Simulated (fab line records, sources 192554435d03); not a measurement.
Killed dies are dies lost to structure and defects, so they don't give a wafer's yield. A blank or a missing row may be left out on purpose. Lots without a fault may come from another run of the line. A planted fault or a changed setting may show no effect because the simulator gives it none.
fab line records | flow n5_finfet
record lots=7 wafers=39
route steps=1938 shown BEOL_M2@890 BEOL_M7@1263 BEOL_M8@1389 BEOL_M11@1575
start_h: hours from the record's first day to the start of the lot's first wafer shown | wait_h: hours since the lot's step before | " the same as in the row above | L1.1+2: a row that stands for several wafers | - no value, or no start given | * or withheld: withheld | < > ~ a bound
route shown NAME@n: a module of which the file shows steps, and the number in the route of the first | usual: mean/standard deviation of fault-free wafers | same: alike in all rows | chamber/n: place in a boat | sites: the reading at each site | _std_site: their standard deviation | _edge_site: outer sites' mean less inner sites' | radius_mm: how far each site lies from the wafer's centre | mask NAME#n: copy n | behind: the tool/chamber that last shaped the wafer | hold: why the lot was held/for how many hours/how that ended | device: the transistor (n, p or np) that didn't switch | end of line: the same wafers' tests at the end of the route | a step without rows: its recipe alone | killed: dies lost to structure and defects at the first sort, not the wafer's yield | map: a wafer's dies, x killed, . not, _ none there
set.NAME: the setting as run; set.NAME@STEP: as run at that earlier step | model.NAME: the simulator's own value behind a step, which no gauge read
lots whose settings were changed on purpose; a table a step, a row a wafer
## steps
# step N5_BEOL_M2_TRENCH_ETCH_37
# recipe chemistry=C4F6/O2 target_depth_a=555.55 target=SiOC time_s=29.2 ion_energy_ev=250 pressure_mtorr=30 source_w=355 bias_w=185 Ar_flow_sccm=300 C4F6_flow_sccm=10 O2_flow_sccm=10
# columns lot.wafer tool chamber start_h wait_h set.target_depth_a model.etch.depth_nm model.BEOL_M2.feature_depth_nm model.TiN_of_BEOL_M2_HM_DEP_02.thk_nm
L074.1 rie_diel-05 3 - - 555.55 57.74 57.8 17.6
L074.2 " 1 " " 800.2 80.37 80.4 16.4
L074.3 " 0 " " 800.2 79.55 79.6 16.6
L074.4 " 2 " " 555.55 54.68 54.6 18.2
L074.5 " 1 " " 800.2 80.08 80 16.6
L074.6 " 2 " " 555.55 54.82 54.8 17.8
L075.1 rie_diel-01 1 - - 555.55 56.95 57 17.4
L075.2 " 0 " " 345.4 33.86 33.8 18.6
L075.3 " 3 " " 345.4 35.26 35.2 18.4
L075.4 " 2 " " 555.55 55.21 55.2 17.6
L075.5 " 0 " " 345.4 34.4 34.4 18.4
L075.6 " 3 " " 555.55 56.78 56.8 17.6
L080.1 rie_diel-02 1 - - 555.55 54.62 54.6 17.6
L080.2 " 0 " " 226.5 22.6 22.6 18.6
L080.3 " 2 " " 226.5 22.61 22.6 18.8
L080.4 " 3 " " 555.55 56.01 56 17.8
L080.5 " 2 " " 226.5 22.77 22.8 19.2
L080.6 " 3 " " 555.55 56.23 56.2 17.2
L082.1 rie_diel-05 3 - - 555.55 57.09 57 17.8
L082.2 " 2 " " 555.55 53.99 54 17.8
L082.3 " 0 " " 888 88.82 88.8 16.2
L082.4 " 1 " " 888 87.46 87.4 16.2
L082.5 " 2 " " 888 85.99 86 16.4
L082.6 " 1 " " 555.55 54.71 54.8 17.6
L086.2 rie_diel-02 0 - - 555.55 56.18 56.2 18
L086.3 " 3 " " 555.55 56.59 56.6 17.6
L086.4 " 1 " " 555.55 55.24 55.2 17.8
L089.1 rie_diel-02 0 - - 555.55 55.66 55.6 17.6
L089.2 " 1 " " 555.55 55.29 55.2 17.4
L089.3 " 2 " " 555.55 56.29 56.2 17.2
L089.4 " 3 " " 555.55 57.03 57 17.4
L089.5 " 0 " " 555.55 55.68 55.6 17.4
L089.6 " 1 " " 555.55 56.21 56.2 17.6
L090.1 rie_diel-05 1 - - 555.55 55.45 55.4 17.2
L090.2 " 0 " " 555.55 57.46 57.4 16.6
L090.3 " 2 " " 555.55 53.95 54 17
L090.4 " 1 " " 555.55 54.61 54.6 16.8
L090.5 " 2 " " 555.55 54.38 54.4 16.6
L090.6 " 0 " " 555.55 57.29 57.2 17
# step N5_BEOL_M2_ETCH_41
# recipe chemistry=CH3F/O2 target=SiCN target_depth_a=299 taper_deg=2 time_s=52.5 ion_energy_ev=120 mask_material=TiN pressure_mtorr=30 source_w=395 bias_w=75 Ar_flow_sccm=150 CH3F_flow_sccm=30 O2_flow_sccm=20
# step N5_BEOL_M2_STRIP_97
# recipe chemistry=N2/H2 time_s=10 power_w=450 temp_c=40 pressure_mtorr=20 rf_frequency_hz=6e+07 bias_power_w=7 n2_flow_sccm=200 h2_flow_sccm=200
# step N5_BEOL_M2_OCD_MEAS_38
# usual trench_depth_nm=55.6/1
# columns lot.wafer tool chamber start_h wait_h set.target_depth_a@BEOL_M2_TRENCH_ETCH_37 trench_depth_nm
L074.1 ocd-02 - 139.50 - 555.55 57.9
L074.2 " - " " 800.2 80.6
L074.3 " - " " 800.2 79.4
L074.4 " - " " 555.55 54.3
L074.5 " - " " 800.2 79.6
L074.6 " - " " 555.55 54.8
L075.1 ocd-02 - 142.68 - 555.55 57.4
L075.2 " - " " 345.4 33.6
L075.3 " - " " 345.4 35.1
L075.4 " - " " 555.55 55.4
L075.5 " - " " 345.4 33.8
L075.6 " - " " 555.55 56.8
L080.1 ocd-01 - 178.55 - 555.55 54.9
L080.2 " - " " 226.5 22.7
L080.3 " - " " 226.5 22.7
L080.4 " - " " 555.55 56.2
L080.5 " - " " 226.5 22.9
L080.6 " - " " 555.55 56.0
L082.1 ocd-02 - 190.12 - 555.55 57.6
L082.2 " - " " 555.55 53.7
L082.3 " - " " 888 88.3
L082.4 " - " " 888 87.2
L082.5 " - " " 888 85.7
L082.6 " - " " 555.55 54.5
L086.2 ocd-01 - 216.65 - 555.55 56.1
L086.3 " - " " 555.55 56.3
L086.4 " - " " 555.55 55.6
L089.1 ocd-02 - 234.44 - 555.55 55.3
L089.2 " - " " 555.55 54.9
L089.3 " - " " 555.55 56.4
L089.4 " - " " 555.55 56.3
L089.5 " - " " 555.55 55.4
L089.6 " - " " 555.55 56.0
L090.1 ocd-01 - 234.44 - 555.55 55.4
L090.2 " - " " 555.55 57.3
L090.3 " - " " 555.55 53.9
L090.4 " - " " 555.55 54.1
L090.5 " - " " 555.55 54.6
L090.6 " - " " 555.55 57.7
# step N5_BEOL_M2_HM_STRIP_39
# recipe chemistry=peroxide_tin_strip material=TiN target_depth_a=250 temp_c=50 time_s=158
# step N5_BEOL_M2_SRD_40
# recipe time_s=30 temp_c=23 rinse_liquid=diw dry=ipa_marangoni
# step N5_BEOL_M2_ECD_50
# recipe material=Cu target_thk_a=3000
# step N5_BEOL_M2_ANNEAL_51
# recipe temp_c=225 time_s=90 ambient=N2
# step N5_BEOL_M2_CMP_52
# recipe stop_on=SiOC t_overpolish_s=6.8 down_force_psi=1 platen_rpm=50 clearing_platen_down_force_psi=1.5 clearing_platen_rpm=50 post_cmp_clean=cu_alkaline target_thk_nm=40 clearing_platen_pad_velocity_m_s=0.99484 pad_velocity_m_s=0.99484
# columns lot.wafer tool chamber start_h wait_h set.target_depth_a@BEOL_M2_TRENCH_ETCH_37 model.Cu_of_BEOL_M2_ECD_50.thk_nm
L075.1 cmp-04 2 146.73 0.3 555.55 42
L075.4 " 3 " " 555.55 40.2
L075.2 " 0 " " 345.4 16.8
L075.3 " 1 " " 345.4 21.6
L075.5 " 2 " " 345.4 19.6
L075.6 " 3 " " 555.55 41.2
L074.3 cmp-01 0 159.41 0.2 800.2 66.6
L074.4 " 1 " " 555.55 40.4
L074.2 " 2 " " 800.2 65.2
L074.1 " 3 " " 555.55 44.6
L074.6 " 0 " " 555.55 41
L074.5 " 1 " " 800.2 65.8
L080.2 cmp-01 3 182.10 0.2 226.5 8.8
L080.3 " 0 " " 226.5 8.2
L080.4 " 1 " " 555.55 42.2
L080.1 " 2 " " 555.55 39.2
L080.5 " 3 " " 226.5 9
L080.6 " 0 " " 555.55 42
L082.3+4 cmp-01 2,3 194.35 0.2 888 73.4
L082.2 " 0 " " 555.55 39.6
L082.1 " 1 " " 555.55 42.4
L082.6 " 2 " " 555.55 38.4
L082.5 " 3 " " 888 73.2
L086.3 cmp-04 1 221.43 0.3 555.55 41.8
L086.2 " 2 " " 555.55 40.8
L086.4 " 3 " " 555.55 40
L089.1 cmp-04 3 237.86 0.3 555.55 39
L089.3+6 " 0 " " 555.55 39.6
L089.4 " 1 " " 555.55 41.6
L089.2 " 2 " " 555.55 40.2
L089.5 " 3 " " 555.55 41
L090.4 cmp-02 2 239.58 0.1 555.55 38.4
L090.2+6 " 3,2 " " 555.55 40.6
L090.3 " 0 " " 555.55 39
L090.1 " 1 " " 555.55 38.2
L090.5 " 3 " " 555.55 37.8
# step N5_BEOL_M2_THK_MEAS_53
# recipe thk_meas_gauge=xrf reads=Cu_of_BEOL_M2_ECD_50
# usual M2_THK=40.8/1.4
# columns lot.wafer tool chamber start_h wait_h set.target_depth_a@BEOL_M2_TRENCH_ETCH_37 M2_THK[nm]
L075.1 film_metro-01 - 147.02 - 555.55 42.1
L075.2 " - " " 345.4 16.8
L075.3 " - " " 345.4 21.8
L075.4 " - " " 555.55 40.3
L075.5 " - " " 345.4 19.7
L075.6 " - " " 555.55 41.5
L074.1 film_metro-02 - 159.71 - 555.55 44.9
L074.2 " - " " 800.2 65.5
L074.3 " - " " 800.2 66.9
L074.4 " - " " 555.55 40.7
L074.5 " - " " 800.2 66.3
L074.6 " - " " 555.55 41.2
L080.1 film_metro-02 - 182.39 - 555.55 39.5
L080.2 " - " " 226.5 8.9
L080.3 " - " " 226.5 8.1
L080.4 " - " " 555.55 42.5
L080.5 " - " " 226.5 9.1
L080.6 " - " " 555.55 42.3
L082.1 film_metro-02 - 194.64 - 555.55 43.2
L082.2 " - " " 555.55 40.2
L082.3 " - " " 888 74.6
L082.4 " - " " 888 74.7
L082.5 " - " " 888 74.4
L082.6 " - " " 555.55 39.1
L086.2 film_metro-01 - 221.72 - 555.55 41.2
L086.3 " - " " 555.55 42.1
L086.4 " - " " 555.55 40.5
L089.1 film_metro-02 - 238.16 - 555.55 39.5
L089.2 " - " " 555.55 40.7
L089.3 " - " " 555.55 40.0
L089.4 " - " " 555.55 42.3
L089.5 " - " " 555.55 41.3
L089.6 " - " " 555.55 40.1
L090.1 film_metro-02 - 239.87 - 555.55 38.9
L090.2 " - " " 555.55 41.3
L090.3 " - " " 555.55 39.5
L090.4 " - " " 555.55 38.9
L090.5 " - " " 555.55 38.4
L090.6 " - " " 555.55 41.3
# step N5_BEOL_M2_PRE_CLEAN_60
# recipe gas=NH3/H2 time_s=15 temp_c=* rf_power_w=300
# step N5_BEOL_M2_CO_CAP_55
# recipe material=Co target_thk_a=20 temp_c=200 precursor=CCTBA/H2 pressure_torr=30 time_s=102.1
# step N5_BEOL_M2_PRE_CLEAN_56
# recipe gas=NH3 time_s=15 temp_c=withheld rf_power_w=300
# step N5_BEOL_M2_DEP_57
# recipe material=SiCN target_thk_a=80 temp_c=withheld precursor=3MS/NH3 pressure_torr=3 rf_w=202 time_s=14
# step N5_BEOL_M2_RS_MEAS_58
# recipe thk_meas_gauge=four-point-probe reads=Co_of_BEOL_M2_CO_CAP_55+Cu_of_BEOL_M2_ECD_50+Co_of_BEOL_M2_CVD_47+TaN_of_BEOL_M2_ALD_84
# usual M2_RS=0.663/0.03
# columns lot.wafer tool chamber start_h wait_h set.target_depth_a@BEOL_M2_TRENCH_ETCH_37 M2_RS[ohm/sq]
L075.1 film_metro-02 - 147.28 0.0 555.55 0.628
L075.2 " - " " 345.4 2.182
L075.3 " - " " 345.4 1.526
L075.4 " - " " 555.55 0.664
L075.5 " - " " 345.4 1.754
L075.6 " - " " 555.55 0.646
L074.1 film_metro-01 - 160.00 0.1 555.55 0.581
L074.2 " - " " 800.2 0.364
L074.3 " - " " 800.2 0.356
L074.4 " - " " 555.55 0.660
L074.5 " - " " 800.2 0.360
L074.6 " - " " 555.55 0.649
L080.1 film_metro-02 - 182.77 0.0 555.55 0.685
L080.2 " - " " 226.5 5.458
L080.3 " - " " 226.5 6.178
L080.4 " - " " 555.55 0.624
L080.5 " - " " 226.5 5.272
L080.6 " - " " 555.55 0.628
L082.1 film_metro-01 - 194.90 0.0 555.55 0.622
L082.2 " - " " 555.55 0.676
L082.3 " - " " 888 0.316
L082.4 " - " " 888 0.316
L082.5 " - " " 888 0.317
L082.6 " - " " 555.55 0.704
L086.2 film_metro-02 - 222.01 0.1 555.55 0.650
L086.3 " - " " 555.55 0.633
L086.4 " - " " 555.55 0.670
L089.1 film_metro-01 - 238.42 0.0 555.55 0.692
L089.2 " - " " 555.55 0.662
L089.3 " - " " 555.55 0.679
L089.4 " - " " 555.55 0.636
L089.5 " - " " 555.55 0.647
L089.6 " - " " 555.55 0.678
L090.1 film_metro-01 - 240.13 0.0 555.55 0.709
L090.2 " - " " 555.55 0.659
L090.3 " - " " 555.55 0.692
L090.4 " - " " 555.55 0.706
L090.5 " - " " 555.55 0.721
L090.6 " - " " 555.55 0.656
# step N5_BEOL_M7_ILD_DEP_00
# recipe material=SiCOH_lowk target_thk_a=1797.5 temp_c=300 precursor=DEMS/porogen pressure_torr=5 rf_w=500 time_s=33.4
# columns lot.wafer tool chamber start_h wait_h set.target_thk_a model.SiCOH_lowk_of_BEOL_M7_ILD_DEP_00.thk_nm
L075.1 pecvd-04 1 205.88 0.0 1797.5 174.8
L075.2 " 2 " " 1797.5 178.8
L075.3 " 0 " " 1797.5 179.4
L075.4 " 2 " " 1797.5 181.4
L075.5 " 1 " " 1797.5 178
L075.6 " 0 " " 1797.5 180.6
L074.1 pecvd-01 0 207.71 0.0 2312 231.4
L074.2 " 2 " " 2312 230.8
L074.3 " 1 " " 2312 228.2
L074.4+6 " 0,1 " " 1797.5 180.4
L074.5 " 2 " " 1797.5 182.8
L082.1 pecvd-03 2 251.24 0.0 2204 218.8
L082.2 " 1 " " 1797.5 178.2
L082.3 " 0 " " 1797.5 177.8
L082.4 " 1 " " 1797.5 181
L082.5 " 0 " " 2204 220.4
L082.6 " 2 " " 2204 221.8
L080.1 pecvd-03 2 254.75 0.1 1797.5 175.4
L080.2 " 0 " " 1797.5 179
L080.3+5 " 2,0 " " 1797.5 181.4
L080.4 " 0 " " 1797.5 180.8
L080.6 " 2 " " 1797.5 182.6
L086.2 pecvd-03 0 269.57 0.0 1797.5 177.8
L086.3 " 1 " " 1797.5 176.8
L086.4 " 1 " " 1797.5 178.8
L090.1 pecvd-03 0 287.92 0.0 1797.5 180.6
L090.2 " 2 " " 1797.5 180.8
L090.3 " 1 " " 1797.5 177.8
L090.4 " 0 " " 1797.5 182.6
L090.5 " 2 " " 1797.5 184.2
L090.6 " 1 " " 1797.5 181.8
L089.1 pecvd-01 1 298.40 0.0 2342 233.4
L089.2 " 2 " " 2342 231.8
L089.3 " 2 " " 1797.5 183.2
L089.4 " 1 " " 1797.5 180.4
L089.5 " 1 " " 2342 237.2
L089.6 " 2 " " 1797.5 182.2
# step N5_BEOL_M7_CURE_74
# recipe temp_c=385 time_s=240 ambient=He/Ar material=SiCOH_lowk
# columns lot.wafer tool chamber start_h wait_h set.target_thk_a@BEOL_M7_ILD_DEP_00 model.SiCOH_lowk_of_BEOL_M7_ILD_DEP_00.thk_nm
L075.1 uv_cure-03 1 205.95 0.0 1797.5 150.8
L075.2 " 1 " " 1797.5 154.2
L075.3 " 1 " " 1797.5 154.8
L075.4 " 1 " " 1797.5 156.4
L075.5 " 1 " " 1797.5 153.6
L075.6 " 1 " " 1797.5 155.8
L074.1 uv_cure-01 1 207.77 0.0 2312 200.2
L074.2 " 1 " " 2312 199.6
L074.3 " 1 " " 2312 197.4
L074.4+6 " 1 " " 1797.5 155.6
L074.5 " 1 " " 1797.5 157.6
L082.1 uv_cure-01 1 251.31 0.0 2204 189
L082.2 " 1 " " 1797.5 153.6
L082.3 " 1 " " 1797.5 153.4
L082.4 " 1 " " 1797.5 156.2
L082.5 " 1 " " 2204 190.6
L082.6 " 1 " " 2204 191.8
L080.1 uv_cure-02 0 254.83 0.1 1797.5 151.2
L080.2 " 0 " " 1797.5 154.4
L080.3+5 " 0 " " 1797.5 156.4
L080.4 " 0 " " 1797.5 156
L080.6 " 0 " " 1797.5 157.4
L086.2 uv_cure-01 2 270.06 0.5 1797.5 153.2
L086.3 " 2 " " 1797.5 152.4
L086.4 " 2 " " 1797.5 154.2
L090.1 uv_cure-03 1 287.99 0.0 1797.5 155.6
L090.2 " 1 " " 1797.5 155.8
L090.3 " 1 " " 1797.5 153.4
L090.4 " 1 " " 1797.5 157.6
L090.5 " 1 " " 1797.5 158.8
L090.6 " 1 " " 1797.5 156.8
L089.1 uv_cure-01 1 298.53 0.1 2342 202
L089.2 " 1 " " 2342 200.6
L089.3 " 1 " " 1797.5 158
L089.4 " 1 " " 1797.5 155.6
L089.5 " 1 " " 2342 205.2
L089.6 " 1 " " 1797.5 157.2
# step N5_BEOL_M7_THK_MEAS_01
# recipe reads=SiCOH_lowk_of_BEOL_M7_ILD_DEP_00
# usual M7_ILD_THK=155.2/2
# columns lot.wafer tool chamber start_h wait_h set.target_thk_a@BEOL_M7_ILD_DEP_00 M7_ILD_THK[nm]
L075.1 film_metro-02 - 206.46 0.4 1797.5 150.8
L075.2 " - " " 1797.5 154.2
L075.3 " - " " 1797.5 154.8
L075.4 " - " " 1797.5 156.4
L075.5 " - " " 1797.5 153.5
L075.6 " - " " 1797.5 155.7
L074.1 film_metro-02 - 208.29 0.4 2312 200.1
L074.2 " - " " 2312 199.6
L074.3 " - " " 2312 197.3
L074.4 " - " " 1797.5 155.7
L074.5 " - " " 1797.5 157.6
L074.6 " - " " 1797.5 155.7
L082.1 film_metro-02 - 251.82 0.4 2204 189.1
L082.2 " - " " 1797.5 153.7
L082.3 " - " " 1797.5 153.1
L082.4 " - " " 1797.5 156.3
L082.5 " - " " 2204 190.6
L082.6 " - " " 2204 191.8
L080.1 film_metro-01 - 255.35 0.4 1797.5 151.2
L080.2 " - " " 1797.5 154.4
L080.3 " - " " 1797.5 156.5
L080.4 " - " " 1797.5 156.0
L080.5 " - " " 1797.5 156.4
L080.6 " - " " 1797.5 157.5
L086.2 film_metro-01 - 270.50 0.4 1797.5 153.1
L086.3 " - " " 1797.5 152.6
L086.4 " - " " 1797.5 154.2
L090.1 film_metro-02 - 288.50 0.4 1797.5 155.7
L090.2 " - " " 1797.5 155.8
L090.3 " - " " 1797.5 153.3
L090.4 " - " " 1797.5 157.4
L090.5 " - " " 1797.5 158.8
L090.6 " - " " 1797.5 156.8
L089.1 film_metro-01 - 299.04 0.4 2342 201.7
L089.2 " - " " 2342 200.6
L089.3 " - " " 1797.5 158.1
L089.4 " - " " 1797.5 155.6
L089.5 " - " " 2342 205.2
L089.6 " - " " 1797.5 157.2
# step N5_BEOL_M8_ALD_77
# recipe material=TaN target_thk_a=20 temp_c=275 ald_precursor_family=PDMAT ald_co_reactant=NH3 pressure_torr=3 carrier_flow_sccm=1500 pulse_time_s=2 purge_time_s=3 co_reactant_purge_time_s=2 co_reactant_pulse_time_s=3 ald_cycles=40 precursor_vessel_temp_c=75 precursor_vessel_pressure_torr=26.25 precursor_vessel_carrier_sccm=1000
# columns lot.wafer tool chamber start_h wait_h set.ald_cycles model.TaN_of_BEOL_M8_ALD_77.thk_nm
L075.1+3 ald_metal-04 3,1 221.17 0.0 50 2.6
L075.2+4+5 " 0,2,0 " " 40 2
L075.6 " 3 " " 50 2.4
L074.1+3+5 ald_metal-02 3,1,1 221.62 0.1 40 2
L074.2+4+6 " 0,2,2 " " 62 3.2
L082.1+2+4 ald_metal-04 2,0,3 264.21 0.0 56 2.8
L082.3+5+6 " 1,1,0 " " 40 2
L080.1+2+5 ald_metal-04 1,0,3 267.45 0.0 25 1.2
L080.3+4+6 " 3,2,2 " " 40 2
L086.2+3+4 ald_metal-02 0,1,1 284.41 0.0 40 2
L090.1+2+3+4+5+6 ald_metal-01 2,1,3,0,0,3 301.11 0.1 40 2
L089.1+2+3+4+5+6 ald_metal-02 2,1,0,0,1,2 312.42 0.0 40 2
# step N5_BEOL_M11_VIA_ETCH_34
# recipe chemistry=C4F6/O2 target=SiCOH_lowk target_depth_a=1845 mask_material=SOC taper_deg=4 time_s=69.2 ion_energy_ev=250 pressure_mtorr=30 source_w=345 bias_w=185 Ar_flow_sccm=300 C4F6_flow_sccm=10 O2_flow_sccm=10
# columns lot.wafer tool chamber start_h wait_h set.target_depth_a model.etch.depth_nm model.SOC_of_BEOL_M11_COAT_63.thk_nm
L074.1 rie_diel-06 1 249.43 0.0 1845 176.5 92
L074.2 " 3 " " 2815 271.5 87.8
L074.3 " 2 " " 2815 283.6 87.4
L074.4 " 0 " " 2815 281.8 87
L074.5 " 3 " " 1845 178.2 92
L074.6 " 2 " " 1845 187.9 91.2
L075.1 rie_diel-04 2 249.86 0.0 1845 187.3 92.2
L075.2 " 3 " " 1845 181 92.4
L075.3 " 0 " " 1237 119.9 94.8
L075.4 " 1 " " 1237 119.3 94.8
L075.5 " 0 " " 1845 180.3 92
L075.6 " 1 " " 1237 119.5 94.6
L082.1 rie_diel-04 2 287.15 0.0 1845 188.5 92
L082.2 " 0 " " 1845 178.8 92.2
L082.3 " 1 " " 1845 176.9 92.4
L082.4 " 3 " " 1845 178.9 92.2
L082.5 " 0 " " 1845 180 92.2
L082.6 " 3 " " 1845 180.8 92.4
L080.1 rie_diel-03 1 289.67 0.0 2246 211.7 91
L080.2 " 0 " " 1845 188.4 92.2
L080.3 " 3 " " 2246 217.4 90.8
L080.4 " 2 " " 1845 188.3 92
L080.5 " 3 " " 1845 179.4 92.4
L080.6 " 2 " " 2246 230.2 90
L086.2 rie_diel-03 2 306.20 0.0 1845 188.2 91.6
L086.3 " 3 " " 1845 178.9 92.2
L086.4 " 1 " " 1845 174.1 92.4
L090.1 rie_diel-04 1 319.54 0.0 2302 219.8 90.4
L090.2 " 3 " " 1845 179 92
L090.3 " 0 " " 2302 225.3 90.2
L090.4 " 2 " " 1845 187.1 91.8
L090.5 " 1 " " 2302 223.4 90.6
L090.6 " 2 " " 1845 187.8 91.6
L089.1 rie_diel-04 0 337.38 0.0 1845 182.1 92.2
L089.2 " 2 " " 1845 188.1 92
L089.3 " 1 " " 2448 236.7 89.8
L089.4 " 1 " " 1845 178.6 92.4
L089.5 " 0 " " 2448 241.5 89.6
L089.6 " 2 " " 2448 248.1 89.2
## key
split step=N5_BEOL_M2_TRENCH_ETCH_37 setting=target_depth_a stated=555.55 by=wafer
response step=N5_BEOL_M2_TRENCH_ETCH_37 reading=model.etch.depth_nm change=+0.552 per=1% r=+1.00
response step=N5_BEOL_M2_TRENCH_ETCH_37 reading=model.BEOL_M2.feature_depth_nm change=+0.552 per=1% r=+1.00
response step=N5_BEOL_M2_TRENCH_ETCH_37 reading=model.TiN_of_BEOL_M2_HM_DEP_02.thk_nm change=-0.0249 per=1% r=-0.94
response step=N5_BEOL_M2_OCD_MEAS_38 reading=trench_depth_nm change=+0.551 per=1% r=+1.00
response step=N5_BEOL_M2_CMP_52 reading=model.Cu_of_BEOL_M2_ECD_50.thk_nm change=+0.553 per=1% r=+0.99
response step=N5_BEOL_M2_THK_MEAS_53 reading=M2_THK change=+0.559 per=1% r=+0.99
response step=N5_BEOL_M2_RS_MEAS_58 reading=M2_RS shape=bent at_lowest=5.636 at_stated=0.661 at_highest=0.316
split step=N5_BEOL_M7_ILD_DEP_00 setting=target_thk_a stated=1797.5 by=wafer
response step=N5_BEOL_M7_ILD_DEP_00 reading=model.SiCOH_lowk_of_BEOL_M7_ILD_DEP_00.thk_nm change=+1.74 per=1% r=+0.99
response step=N5_BEOL_M7_CURE_74 reading=model.SiCOH_lowk_of_BEOL_M7_ILD_DEP_00.thk_nm change=+1.52 per=1% r=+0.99
response step=N5_BEOL_M7_THK_MEAS_01 reading=M7_ILD_THK change=+1.52 per=1% r=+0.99
split step=N5_BEOL_M8_ALD_77 setting=ald_cycles stated=40 by=wafer
response step=N5_BEOL_M8_ALD_77 reading=model.TaN_of_BEOL_M8_ALD_77.thk_nm change=+0.0212 per=1% r=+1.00
split step=N5_BEOL_M11_VIA_ETCH_34 setting=target_depth_a stated=1845 by=wafer
response step=N5_BEOL_M11_VIA_ETCH_34 reading=model.etch.depth_nm change=+1.81 per=1% r=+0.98
response step=N5_BEOL_M11_VIA_ETCH_34 reading=model.SOC_of_BEOL_M11_COAT_63.thk_nm change=-0.0779 per=1% r=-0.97
